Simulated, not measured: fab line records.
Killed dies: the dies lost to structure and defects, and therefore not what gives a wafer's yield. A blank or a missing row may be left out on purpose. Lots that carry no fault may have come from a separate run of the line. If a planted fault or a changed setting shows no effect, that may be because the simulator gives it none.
A lot that was struck, set against a sound lot | flow nand harc | 13 steps out of a route of 1302
Sound: wafers L972.3, L972.4, L972.6. Struck: wafer L988.4 (left out: L988.5, L988.6 of the same lot, which were not struck); the cause appears at the end.
Order at every step that has rows: each side's tool, ch and its chambers, its first start. Under that, the readings that differ: sound wafers | struck wafers | difference of the means | sigmas: that difference in standard deviations of wafers without a fault.
alike: readings whose means differ by less than 2 such deviations, and words and numbers that are the same on both sides. not compared: withheld readings, readings that some wafer has no value for, bounds like >300 that may hide the same value, and numbers for which the record gives no deviation and whose values overlap.
A row with sigmas, a row that says differs or no value, or rows on one side alone: a step with any of these is where the two part. When numbers do not overlap yet have no deviation, they are printed without sigmas and do not part them. A reading missing from all wafers of one side parts the sides only when that side holds two or more wafers.

NHARC_A_STAIRCASE_DEP_301: deposits SiON, target thk 30 nm.
  sound on pecvd-01 ch 0,1,2, day 17 19:35; struck on pecvd-03 ch 1, day 26 03:28
  alike: heater power w, rf fwd power W, susceptor temp C
then, 9 steps without rows for these wafers: NHARC_A_STAIRCASE_DEHYDRATE_302 (time 120 s); NHARC_A_STAIRCASE_HMDS_303 (time 30 s); NHARC_A_STAIRCASE_COAT_304; NHARC_A_STAIRCASE_SOFTBAKE_305 (time 170 s); NHARC_A_STAIRCASE_EBR_306; NHARC_A_STAIRCASE_EXPOSE_307 (exposes mask CHOP 50); NHARC_A_STAIRCASE_PEB_308 (peb time 130 s); NHARC_A_STAIRCASE_DEVELOP_309 (time 140 s); NHARC_A_STAIRCASE_HARDBAKE_311 (time 140 s).
NHARC_A_STAIRCASE_DESCUM_312: chemistry O2, time 3 s.
  sound on rie diel-04 ch 1,2, day 17 20:25; struck on rie diel-04 ch 0, day 26 04:25
  reading               | sound             | struck | difference | sigmas
  oes product au (a.u.) | 1.003 1.001 0.991 | 1.015  | +0.017     | +2
  alike: drypump motor current A, rf vpp V, showerhead plenum p Torr, throttle valve pct
  not compared: rf hours counter h
NHARC_A_STAIRCASE_ETCH_313: etches the open film in CF4/CHF3.
  sound on rie diel-04 ch 0,1,2, day 17 20:33; struck on rie diel-04 ch 1, day 26 04:31
  reading               | sound             | struck | difference | sigmas
  oes product au (a.u.) | 0.926 0.924 0.928 | 0.862  | -0.064     | -4
  alike: bias w, drypump motor current A, rf fwd power W, rf vpp V, showerhead plenum p Torr, throttle valve pct
  not compared: rf hours counter h
NHARC_A_STAIRCASE_HM_OPEN_463: chemistry O2/COS.
  sound: rie diel-04 ch 1,2,3; struck: rie diel-04 ch 0
  reading               | sound             | struck | difference | sigmas
  oes product au (a.u.) | 1.001 0.999 0.988 | 1.017  | +0.021     | +2
  alike: bias w, drypump motor current A, rf fwd power W, rf vpp V, showerhead plenum p Torr, throttle valve pct
  not compared: rf hours counter h

## WHERE THEY PART
Earliest at NHARC_A_STAIRCASE_DESCUM_312; latest, in this record, at NHARC_A_STAIRCASE_HM_OPEN_463.

WHY: the cause the simulator had injected
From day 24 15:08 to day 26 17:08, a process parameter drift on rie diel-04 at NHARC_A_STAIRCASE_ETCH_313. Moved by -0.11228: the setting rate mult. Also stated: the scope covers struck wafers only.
